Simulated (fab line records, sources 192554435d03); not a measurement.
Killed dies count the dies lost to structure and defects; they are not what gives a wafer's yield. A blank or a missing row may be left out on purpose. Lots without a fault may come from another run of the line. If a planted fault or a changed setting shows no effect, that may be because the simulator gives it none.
The same fault as seen by 3 desks	flow n5 finfet	each desk holds nothing but its own numbers, with what lay behind them at the end

== THE DEFECT DESK ==
Lot by lot, what the route's inspections counted, given as the mean of those sampled wafers with a number. Any lot whose mean is over 4 standard deviations away from the usual mean is out of limits and marked OUT; that distance is given in the brackets.
Columns: A = raw defect count at N5_FIN_CUT_INSPECT_17, usual 228
lot	first seen here	A
L914	day 3 11:05	211
L916	day 3 22:40	319
L917	day 4 05:02	250
L919	day 4 19:19	649 (+6.9) OUT
L920	day 4 22:22	214
L924	day 6 00:57	660 (+7.1) OUT
L926	day 6 11:27	221
L929	day 7 03:37	187
L930	day 7 10:29	161
This desk's verdict: out of limits on L919, L924, starting with L919 at day 4 19:19 (raw defect count at N5_FIN_CUT_INSPECT_17). Within limits: L914, L916, L917, L920, L926, L929, L930.

== DESK OF THE TOOL OWNER: vapor etch-02 ==
The tool's own readings at N5_FIN_CUT_PRECLEAN_35 (cleans in vHF, time 13.3 s): means of the sampled wafers that have a number, for each lot that ran on this tool. Any lot whose mean is over 4 standard deviations away from the usual mean is out of limits and marked OUT; that distance is given in the brackets.
Columns: A = drypump motor current A at N5_FIN_CUT_PRECLEAN_35, usual 5.85 A; B = foreline p Torr at N5_FIN_CUT_PRECLEAN_35, usual 0.1280 Torr
lot	first seen here	A	B
L914	day 3 10:42	5.37	0.1280
L916	day 3 22:14	5.36	0.1278
L917	day 4 04:41	5.56	0.1281
L919	day 4 18:57	5.54	0.1280
L924	day 6 00:34	5.55	0.1283
Finding of this desk: none of the 5 lots has anything out of limits.

== METROLOGY DESK ==
Means of the sampled wafers that have a number, per lot and without regard to the tool the lot ran on: this is what the gauges read. Any lot whose mean is over 4 standard deviations away from the usual mean is out of limits and marked OUT; that distance is given in the brackets. Readings shown: 7 of its 10, picked as those furthest out on some lot.
Columns: A = DIBL_N at N5_BEOL_M4_RC_MEAS_101, usual 36.0 mV/V; B = DIBL_P at N5_BEOL_M4_RC_MEAS_101, usual 36.2 mV/V; C = IOFF_N at N5_BEOL_M4_RC_MEAS_101, usual 0.16 nA/um; D = IOFF_P at N5_BEOL_M4_RC_MEAS_101, usual 0.21 nA/um; E = ION_P at N5_BEOL_M4_RC_MEAS_101, usual 463 uA/um; F = SS_P at N5_BEOL_M4_RC_MEAS_101, usual 73.3 mV/dec; G = VT_N at N5_BEOL_M4_RC_MEAS_101, usual 250 mV
lot	first seen here	A	B	C	D	E	F	G
L914	day 9 23:21	33.3	31.9	0.12	0.14	450	72.5	252
L916	day 10 01:41	37.6	38.5	0.22	0.27	469	73.8	244
L917	day 10 05:44	37.2	36.2	0.15	0.18	455	73.7	253
L919	day 10 18:38	36.2	37.3	0.19	0.22	463	73.7	248
L920	day 11 02:45	40.3	39.7	0.19	0.24	468	74.4	248
L924	day 12 04:16	36.5	36.4	0.19	0.25	467	73.5	249
L926	day 12 15:52	34.0	34.5	0.12	0.18	459	72.9	255
L929	day 13 21:14	38.4	38.6	0.19	0.24	467	74.3	249
L930	day 14 02:49	36.5	35.7	0.16	0.19	460	73.1	249
Finding of this desk: none of the 9 lots has anything out of limits.

== ALL TOGETHER ==
The defect desk could have raised an alarm at day 4 19:19, on L919, L924.
Nothing out of limits was seen by the tool owner's desk.
Nothing out of limits was seen by the metrology desk.
Tool owner's desk: L919, L924 on record, inside its limits.
The metrology desk holds a record of L919, L924, inside its limits.
The lots listed all ran N5_FIN_CUT_PRECLEAN_35 on vapor etch-02.

== WHAT HAD BEEN PUT IN BY THE SIMULATOR ==
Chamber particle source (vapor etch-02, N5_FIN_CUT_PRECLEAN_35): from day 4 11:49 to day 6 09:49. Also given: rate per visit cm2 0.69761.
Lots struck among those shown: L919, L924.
Hours from the fault's start to each desk's first reading out of limits: the defect desk, 8.
